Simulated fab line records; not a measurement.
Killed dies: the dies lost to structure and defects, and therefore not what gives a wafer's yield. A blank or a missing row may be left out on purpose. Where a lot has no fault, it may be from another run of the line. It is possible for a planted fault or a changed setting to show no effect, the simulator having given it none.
fab line records	flow n5_finfet
record: lots: 8	wafers: 23	last_day: 18
route steps=1938 shown BEOL_M3@950 BEOL_M4@1111
lots that met no fault: taken from a fault-free run of the same line
start_h: hours from the record's opening day to when the first of the lot's shown wafers began	wait_h: time in hours since the lot's previous step	" same as the row above	L1.1+2: a row that stands for several wafers	- no value present, or no start provided	* or withheld: withheld	< > ~ a bound
route shown NAME@n: a module of which the file shows steps, and the number in the route of the first	usual: mean and standard deviation over wafers with no fault	same: alike in all rows	chamber/n: place in a boat	sites: per-site readings	_std_site: standard deviation of those values	_edge_site: the outer-site mean with the inner-site mean subtracted	radius_mm: how far each site lies from the wafer's centre	mask NAME#n: copy n	behind: tool/chamber where the wafer was last shaped	hold: cause of the lot's hold/its duration in hours/its outcome	device: names the non-switching transistor (n, p or np)	end of line: the same wafers' tests at the end of the route	a step given without rows: its recipe and nothing more	killed: dies lost to structure and defects at the first sort, not the wafer's yield	map: per-die view of a wafer (x killed, . not killed, _ where there is no die)
set.NAME: the setting as run; set.NAME@STEP: as run at that earlier step	model.NAME: the simulator's own value behind a step, which no gauge read
one table for each step of the route and one row for each wafer, over a sample of lots
services: when a tool's chamber went out of use (start_h, in hours from the record's first day, below 0 if earlier), for how many hours, and the reason
== steps ==
step: N5_BEOL_M3_ETCH_64
recipe: chemistry: N2/H2	target: SOC	target_depth_a: 750	overetch_a: 150	mask_material: SiARC	temp_c: 40	time_s: 112.5	ion_energy_ev: 200	pressure_mtorr: 30	source_w: 840	bias_w: 150	n2_flow_sccm: 200	h2_flow_sccm: 200
usual: drypump_motor_current_A: 5.7/0.56	oes_product_au: 0.62/0.065	rf_vpp_V: 523.9/2.1	showerhead_plenum_p_Torr: 2.54/0.077	throttle_valve_pct: 17.79/0.21
same: time_s: 112.5
lot.wafer	tool	chamber	start_h	wait_h	drypump_motor_current_A	oes_product_au	rf_hours_counter_h	rf_vpp_V	showerhead_plenum_p_Torr	throttle_valve_pct
L838.3	rie_diel-06	2	191.95	0.0	5.0	0.71	35	522.5	2.49	17.40
L838.4	"	0	"	"	6.3	0.60	174	520.2	2.41	17.93
L838.6	"	1	"	"	5.1	0.57	-	523.3	2.50	17.71
L839.1	rie_diel-03	2	192.46	0.0	6.6	0.54	242	521.8	2.50	17.93
L839.2	"	1	"	"	5.7	0.72	26	526.2	2.60	17.63
L839.4	"	3	"	"	5.4	0.55	-	524.9	2.63	18.06
L840.3	rie_diel-06	1	195.72	0.0	5.0	0.57	219	522.5	2.50	17.71
L840.5	"	1	"	"	5.1	0.58	-	522.7	2.50	17.72
L843.1	rie_diel-01	0	223.18	0.0	5.2	0.59	164	524.3	2.53	18.09
L843.3	"	3	"	"	5.9	0.58	201	520.3	2.44	18.08
L843.4	"	1	"	"	4.8	0.55	209	526.3	2.62	17.81
L844.3	rie_diel-06	0	224.42	0.0	6.3	0.60	180	521.8	2.41	17.95
L844.4	"	3	"	"	5.8	0.63	116	526.7	2.65	17.67
L844.5	"	2	"	"	5.0	0.69	-	521.7	2.49	17.42
L845.1	rie_diel-03	1	228.07	0.0	5.6	0.70	39	526.0	2.59	17.65
L845.3	"	3	"	"	5.4	0.55	226	525.5	2.62	18.07
L845.4	"	1	"	"	5.7	0.70	-	523.7	2.59	17.64
L846.2	rie_diel-01	3	250.04	0.0	5.9	0.58	210	521.9	2.43	18.10
L846.4	"	3	"	"	5.9	0.58	-	520.7	2.43	18.07
L846.5	"	2	"	"	6.0	0.62	-	525.3	2.55	17.81
L853.1	rie_diel-03	1	300.33	0.0	5.7	0.68	60	524.6	2.58	17.68
L853.4	"	3	"	"	5.4	0.54	248	526.0	2.61	18.13
L853.5	"	0	"	"	6.5	0.71	-	525.3	2.61	17.62
step: N5_BEOL_M3_STRIP_66
recipe: chemistry: CF4	resist: SiARC	power_w: 300	bias_power_w: 75	pressure_mtorr: 50	cf4_flow_sccm: 150	rf_frequency_hz: 6e+07
usual: drypump_motor_current_A: 5.6/0.56	oes_product_au: 0.77/0.081	rf_vpp_V: 271.1/1.5	showerhead_plenum_p_Torr: 1.79/0.051	throttle_valve_pct: 13.58/0.29
lot.wafer	tool	chamber	start_h	wait_h	drypump_motor_current_A	oes_product_au	rf_hours_counter_h	rf_vpp_V	showerhead_plenum_p_Torr	throttle_valve_pct
L838.3	rie_diel-06	2	192.08	0.0	4.9	0.88	35	271.3	1.75	13.03
L838.4	"	0	"	"	6.2	0.75	174	268.0	1.71	13.78
L838.6	"	1	"	"	5.1	0.72	-	270.6	1.78	13.72
L839.1	rie_diel-03	2	192.59	0.0	6.6	0.67	242	269.1	1.77	13.94
L839.2	"	1	"	"	5.7	0.90	26	271.0	1.83	13.28
L839.4	"	3	"	"	5.4	0.69	-	271.0	1.84	13.86
L840.3	rie_diel-06	1	195.85	0.0	5.0	0.71	219	271.4	1.78	13.74
L840.5	"	1	"	"	5.0	0.72	-	271.8	1.78	13.73
L843.1	rie_diel-01	0	223.31	0.0	5.2	0.73	164	271.2	1.80	13.91
L843.3	"	3	"	"	5.9	0.73	201	269.2	1.71	13.71
L843.4	"	1	"	"	4.9	0.69	209	272.8	1.85	13.66
L844.3	rie_diel-06	0	224.55	0.0	6.2	0.74	180	270.0	1.71	13.80
L844.4	"	3	"	"	5.7	0.77	116	274.1	1.87	13.57
L844.5	"	2	"	"	4.9	0.87	-	270.8	1.74	13.04
L845.1	rie_diel-03	1	228.20	0.0	5.7	0.87	39	271.5	1.82	13.28
L845.3	"	3	"	"	5.4	0.68	226	273.8	1.84	13.88
L845.4	"	1	"	"	5.7	0.87	-	272.4	1.82	13.29
L846.2	rie_diel-01	3	250.17	0.0	5.9	0.72	210	269.9	1.71	13.73
L846.4	"	3	"	"	5.9	0.72	-	269.1	1.71	13.75
L846.5	"	2	"	"	6.0	0.77	-	272.4	1.82	13.66
L853.1	rie_diel-03	1	300.45	0.0	5.7	0.84	60	270.8	1.82	13.35
L853.4	"	3	"	"	5.4	0.67	248	272.0	1.83	13.94
L853.5	"	0	"	"	6.5	0.89	-	271.0	1.82	13.09
step: N5_BEOL_M3_STRIP_19
recipe: chemistry: O2	power_w: 400	temp_c: 40	pressure_mtorr: 30	rf_frequency_hz: 6e+07	bias_power_w: 0	overash_fraction: 0.2	o2_flow_sccm: 225
usual: drypump_motor_current_A: 5.7/0.56	oes_product_au: 0.78/0.088	rf_vpp_V: 3.7/0.5	showerhead_plenum_p_Torr: 2.10/0.063	throttle_valve_pct: 16.67/0.25
lot.wafer	tool	chamber	start_h	wait_h	drypump_motor_current_A	oes_product_au	rf_hours_counter_h	rf_vpp_V	showerhead_plenum_p_Torr	throttle_valve_pct
L838.3	rie_diel-06	2	192.23	0.1	5.0	0.90	35	3.5	2.05	16.20
L838.4	"	3	"	"	5.7	0.79	107	3.6	2.20	16.61
L838.6	"	3	"	"	5.7	0.79	-	3.4	2.20	16.60
L839.1	rie_diel-06	2	192.74	0.1	5.0	0.91	35	4.3	2.05	16.19
L839.2	"	0	"	"	6.2	0.76	174	4.0	2.00	16.87
L839.4	"	1	"	"	5.1	0.72	218	3.9	2.08	16.77
L840.3	rie_diel-01	1	196.00	0.1	4.8	0.71	202	3.3	2.15	16.61
L840.5	"	3	"	"	5.9	0.74	-	3.8	2.02	16.90
L843.1	rie_diel-06	3	223.47	0.1	5.7	0.78	116	4.1	2.20	16.61
L843.3	"	2	"	"	5.0	0.89	44	3.4	2.05	16.22
L843.4	"	1	"	"	5.1	0.71	226	3.7	2.08	16.79
L844.3	rie_diel-01	0	224.70	0.1	5.2	0.75	164	3.9	2.09	16.98
L844.4	"	2	"	"	6.0	0.78	101	3.8	2.09	16.57
L844.5	"	2	"	"	6.0	0.79	-	3.2	2.09	16.58
L845.1	rie_diel-03	3	228.35	0.1	5.4	0.70	226	2.9	2.18	17.02
L845.3	"	1	"	"	5.7	0.89	39	3.3	2.14	16.46
L845.4	"	3	"	"	5.4	0.69	-	3.3	2.18	17.04
L846.2	rie_diel-03	1	250.36	0.1	5.7	0.89	46	3.3	2.14	16.46
L846.4	"	3	"	"	5.4	0.69	234	3.8	2.18	17.04
L846.5	"	0	"	"	6.5	0.97	-	3.3	2.16	16.29
L853.1	rie_diel-03	1	300.73	0.2	5.7	0.86	60	4.1	2.13	16.49
L853.4	"	3	"	"	5.4	0.68	249	3.4	2.17	17.06
L853.5	"	0	"	"	6.5	0.91	-	3.1	2.15	16.33
step: N5_BEOL_M3_TRENCH_ETCH_37
recipe: chemistry: C4F6/O2	target_depth_a: 555.55	target: SiOC	time_s: 29.2	ion_energy_ev: 250	pressure_mtorr: 30	source_w: 355	bias_w: 185	Ar_flow_sccm: 300	C4F6_flow_sccm: 10	O2_flow_sccm: 10
usual: O2_flow_sccm: 10.000/0.029	drypump_motor_current_A: 5.7/0.53	oes_ar_750_au: 0.78/0.076	oes_product_au: 0.78/0.083	rf_vpp_V: 663/15	run_length_s: 52.5/0.44	showerhead_plenum_p_Torr: 2.85/0.077	throttle_valve_pct: 20.86/0.25
lot.wafer	tool	chamber	start_h	wait_h	O2_flow_sccm	drypump_motor_current_A	oes_ar_750_au	oes_product_au	rf_hours_counter_h	rf_vpp_V	run_length_s	showerhead_plenum_p_Torr	throttle_valve_pct
L838.3	rie_diel-01	3	195.03	-	10.011	5.9	0.73	0.73	194	653	42.1	2.72	20.96
L838.4	"	2	"	"	10.001	6.0	0.81	0.81	93	653	41.3	2.90	21.02
L838.6	"	3	"	"	10.000	5.9	0.73	0.72	-	654	52.7	2.72	20.95
L839.1	rie_diel-01	1	195.63	-	10.027	4.9	0.70	0.69	202	658	52.9	2.92	20.77
L839.2	"	3	"	"	10.044	5.9	0.74	0.73	194	652	52.6	2.72	20.96
L839.4	"	0	"	"	10.070	5.2	0.77	0.76	158	653	41.7	2.85	21.19
L840.3	rie_diel-01	1	200.38	-	10.008	4.8	0.71	0.70	203	659	42.4	2.92	20.78
L840.5	"	0	"	"	10.024	5.2	0.76	0.76	-	654	52.3	2.85	21.21
L844.3	rie_diel-03	0	233.16	-	10.005	6.5	0.94	0.95	11	688	52.8	2.90	20.39
L844.4	"	1	"	"	9.987	5.7	0.85	0.87	-	656	52.0	2.89	20.57
L844.5	"	3	"	"	9.983	5.4	0.69	0.70	-	656	52.8	2.92	21.04
L845.1	rie_diel-03	0	236.05	-	9.976	6.5	0.93	0.96	12	686	52.7	2.90	20.39
L845.3	"	1	"	"	9.949	5.7	0.86	0.86	42	657	52.0	2.88	20.60
L845.4	"	1	"	"	9.979	5.7	0.86	0.87	-	657	51.9	2.88	20.58
L843.1	rie_diel-06	3	236.09	-	9.974	5.7	0.78	0.78	120	702	52.6	2.97	20.78
L843.3	"	2	"	"	9.994	5.0	0.87	0.88	48	676	52.3	2.79	20.41
L843.4	"	1	"	"	10.001	5.1	0.73	0.70	230	641	52.9	2.81	20.88
L846.2	rie_diel-06	1	253.71	-	10.049	5.1	0.72	0.71	235	641	53.3	2.81	20.89
L846.4	"	0	"	"	10.076	6.3	0.74	0.73	188	669	52.7	2.72	21.09
L846.5	"	3	"	"	10.017	5.7	0.77	0.77	-	701	52.6	2.96	20.79
L853.1	rie_diel-01	2	305.79	-	9.967	6.0	0.78	0.77	124	652	52.2	2.88	21.06
L853.4	"	1	"	"	10.010	4.8	0.68	0.67	230	657	52.8	2.91	20.82
L853.5	"	2	"	"	10.006	6.0	0.78	0.77	-	653	51.6	2.88	21.05
step: N5_BEOL_M3_OCD_MEAS_38
usual: trench_depth_nm: 55.3/1.2
lot.wafer	tool	chamber	start_h	wait_h	trench_depth_nm
L838.3	ocd-02	-	195.18	-	34.0
L838.4	"	-	"	"	36.6
L838.6	"	-	"	"	53.3
L839.1	ocd-02	-	195.78	-	55.0
L839.2	"	-	"	"	53.2
L839.4	"	-	"	"	36.2
L840.3	ocd-02	-	200.53	-	35.0
L840.5	"	-	"	"	56.9
L844.3	ocd-01	-	233.32	-	56.6
L844.4	"	-	"	"	54.4
L844.5	"	-	"	"	56.4
L845.1	ocd-02	-	236.21	-	56.9
L845.3	"	-	"	"	54.6
L845.4	"	-	"	"	55.2
L843.1	ocd-01	-	236.24	-	55.4
L843.3	"	-	"	"	56.9
L843.4	"	-	"	"	53.6
L846.2	ocd-02	-	253.86	-	54.6
L846.4	"	-	"	"	54.0
L846.5	"	-	"	"	54.9
L853.1	ocd-02	-	305.95	-	56.4
L853.4	"	-	"	"	54.7
L853.5	"	-	"	"	55.5
step: N5_BEOL_M4_RC_MEAS_101
usual: DIBL_N: 36.2/1.6	DIBL_P: 36.5/1.9	IOFF_N: 0.158/0.027	IOFF_P: 0.21/0.038	ION_N: 675/12	ION_P: 464/8.9	SS_N: 71.5/0.61	SS_P: 73.4/0.59	VT_N: 250.4/3	VT_P: -250/3.6
lot.wafer	tool	chamber	start_h	wait_h	DIBL_N[mV/V]	DIBL_P[mV/V]	IOFF_N[nA/um]	IOFF_P[nA/um]	ION_N[uA/um]	ION_P[uA/um]	SS_N[mV/dec]	SS_P[mV/dec]	VT_N[mV]	VT_P[mV]
L838.3	prober-01	0	211.01	0.3	34.9	34.8	0.129	0.20	673	465	71.5	73.4	255.7	-249
L838.4	"	0	"	"	34.2	34.6	0.121	0.19	665	461	71.3	72.7	254.4	-251
L838.6	"	0	"	"	36.7	37.9	0.165	0.25	685	474	72.1	73.2	248.9	-245
L839.1	prober-01	0	212.54	0.0	37.5	36.6	0.156	0.18	666	452	71.0	73.1	250.0	-257
L839.2	"	0	"	"	39.8	38.7	0.211	0.21	682	453	72.3	73.9	246.5	-255
L839.4	"	0	"	"	36.0	34.4	0.128	0.16	651	437	71.1	73.0	256.1	-259
L840.3	prober-02	0	219.29	0.3	35.8	37.4	0.158	0.22	686	467	71.1	73.5	250.7	-249
L840.5	"	0	"	"	35.6	37.4	0.165	0.22	696	477	71.1	73.4	247.4	-248
L844.3	prober-02	0	249.91	0.3	36.5	35.8	0.149	0.23	669	466	72.0	73.0	250.0	-248
L844.4	"	0	"	"	35.6	35.8	0.133	0.24	668	473	71.4	73.2	252.2	-245
L844.5	"	0	"	"	36.6	36.3	0.158	0.24	687	477	71.9	73.9	248.9	-247
L843.1	prober-02	0	251.76	0.0	34.4	33.6	0.128	0.15	658	446	70.3	72.3	251.3	-258
L843.3	"	0	"	"	37.1	37.9	0.175	0.22	672	456	71.5	74.1	248.8	-250
L843.4	"	0	"	"	36.1	35.3	0.154	0.17	674	456	71.2	72.9	248.4	-251
L845.1	prober-01	0	255.25	0.0	36.2	37.1	0.157	0.25	685	473	70.6	73.1	247.2	-246
L845.3	"	0	"	"	39.3	40.7	0.232	0.31	699	480	72.4	74.5	243.7	-241
L845.4	"	0	"	"	38.4	39.7	0.198	0.31	686	474	71.0	74.5	244.2	-240
L846.2	prober-02	0	275.25	0.2	37.1	37.4	0.173	0.23	671	463	72.1	73.3	249.0	-249
L846.4	"	0	"	"	38.5	39.3	0.206	0.26	692	472	72.1	73.4	246.0	-246
L846.5	"	0	"	"	34.4	34.7	0.120	0.17	666	460	70.2	72.3	255.4	-254
L853.1	prober-02	0	320.57	0.0	35.0	34.8	0.149	0.22	664	463	71.1	72.8	250.4	-248
L853.4	"	0	"	"	34.2	34.5	0.141	0.22	686	482	70.4	73.0	249.9	-248
L853.5	"	0	"	"	32.9	33.3	0.116	0.19	666	469	71.3	73.1	252.7	-251
== services ==
tool	chamber	start_h	hours	kind
rie_diel-03	0	178.59	-	clean
rie_diel-03	0	178.59	-	consumable_replace:focus_ring
rie_diel-03	0	178.59	26.3	scheduled_down
rie_diel-03	0	178.59	26.3	vent_cycle
rie_diel-06	0	213.00	3.4	repair
rie_diel-03	2	217.30	-	clean
rie_diel-03	2	217.30	-	consumable_replace:focus_ring
rie_diel-03	2	217.30	20.1	scheduled_down
rie_diel-03	2	217.30	20.1	vent_cycle
rie_diel-01	1	226.18	3.6	repair
rie_diel-01	0	241.59	12.8	repair
rie_diel-03	2	266.47	4.2	repair
rie_diel-06	1	290.13	8.6	repair
rie_diel-01	-	294.76	1.2	repair
rie_diel-03	3	303.82	-	clean
rie_diel-03	3	303.82	-	consumable_replace:focus_ring
rie_diel-03	3	303.82	16.7	scheduled_down
rie_diel-03	3	303.82	16.7	vent_cycle
== key ==
first_sign: step: N5_BEOL_M3_TRENCH_ETCH_37	reading: run_length_s	direction: down	sigmas: 24	usual: *	struck: *
effect: step: N5_BEOL_M3_OCD_MEAS_38	reading: trench_depth_nm	direction: down	sigmas: 16	usual: 55.3	struck: 35.5
met_at N5_BEOL_M3_TRENCH_ETCH_37
struck_lots L838,L839,L840
struck_wafers L838.3,L838.4,L839.4,L840.3
not_acting_at N5_BEOL_M3_ETCH_64,N5_BEOL_M3_STRIP_66,N5_BEOL_M3_STRIP_19
fault: kind: process_parameter_drift	tool: rie_diel-01	chamber: -	onset_h: 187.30	steps: N5_BEOL_M3_TRENCH_ETCH_37	channel: time_s	offset: *	shape: step	end_h: 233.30	scope: struck_wafers_only	acts_in: *	stated: *
